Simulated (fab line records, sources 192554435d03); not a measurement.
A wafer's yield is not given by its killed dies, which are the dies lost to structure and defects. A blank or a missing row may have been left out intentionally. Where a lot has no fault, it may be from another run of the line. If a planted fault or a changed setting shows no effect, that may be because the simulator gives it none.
8D (eight disciplines) problem report, filled in by code -- flow n5 finfet -- the parts of the form that need people (team, actions taken, sign-off) are left out

== 1. WHAT WENT WRONG ==
Mean of dose ions cm2 at N5_WELL_APT_IMPLANT_31: 1.9152e+13 across 6 wafers in 2 lots; on wafers with no fault it is 1.5002e+13 (standard deviation 1.5e+10). That is +99 or more standard deviations from the usual mean.
First observed at day 4 21:00: wafer L355.2, on implanter-01. The record holds 36 wafers of 12 lots with a number at this step. The rule behind "out" and "out of limits": a value lying over 4 standard deviations away from the usual mean. The rest of the wafers with a number are treated as sound.

== 2. WHAT IT IS, WHAT IT ISN'T ==
question,is,is not
which readings at this step,"dose ions cm2, faraday current uA",-
which lots,"L355, L356","L342, L344, L345, L346, L348, L349, L350, L351, L353, L357"
which wafers of those lots,all that have a number,-
read on which tools,implanter-01,implanter-02
when,from day 4 21:00,up to then (27 sound wafers); but 3 sound wafers of L357 came after

== 3. WHAT RULES OUT EACH SUSPECT ==
Counting: any tool at a process step up to the reading is kept as a suspect provided that every lot that is out went through it and no sound lot did after the first of them.
- implanter-01 at N5_WELL_APT_IMPLANT_31: kept. All lots that are out passed through it, beginning with L355 at day 4 21:00, and no sound lot followed; its final sound lot before that point was L353 at day 4 09:32. On those wafers its own readings are out: dose ions cm2, faraday current uA.
Remaining after the count: implanter-01 at N5_WELL_APT_IMPLANT_31.

== 4. THE CAUSE (what the simulator had put in) ==
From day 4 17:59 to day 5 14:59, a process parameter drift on implanter-01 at N5_WELL_APT_IMPLANT_31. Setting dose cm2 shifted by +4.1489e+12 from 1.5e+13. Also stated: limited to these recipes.
After counting, this tool was the only one left.

== 5. SEQUENCE OF EFFECTS, ordered by route ==
Each row: a reading where the mean over the struck wafers with a number is more than 3 standard deviations away from the usual. Readings are gone through only where the record gives a usual standard deviation; hours: the median, over the lots, of the time from a lot's start at the first step in this table giving one to that lot's start at this step; sigmas: the change measured in usual standard deviations.
hours,step,reading,usual,on struck wafers,change,sigmas
0,N5_WELL_APT_IMPLANT_31,dose ions cm2,1.5002e+13,1.9152e+13,+4.1498e+12,+99 or more
0,N5_WELL_APT_IMPLANT_31,faraday current uA,190,243,+53,+14
Process steps it contains:
- N5_WELL_APT_IMPLANT_31

== 6. WHAT WOULD HAVE CAUGHT IT SOONER ==
The fault began at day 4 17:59; the first out-of-limits reading in this record came at day 4 21:00, 3 hours later.
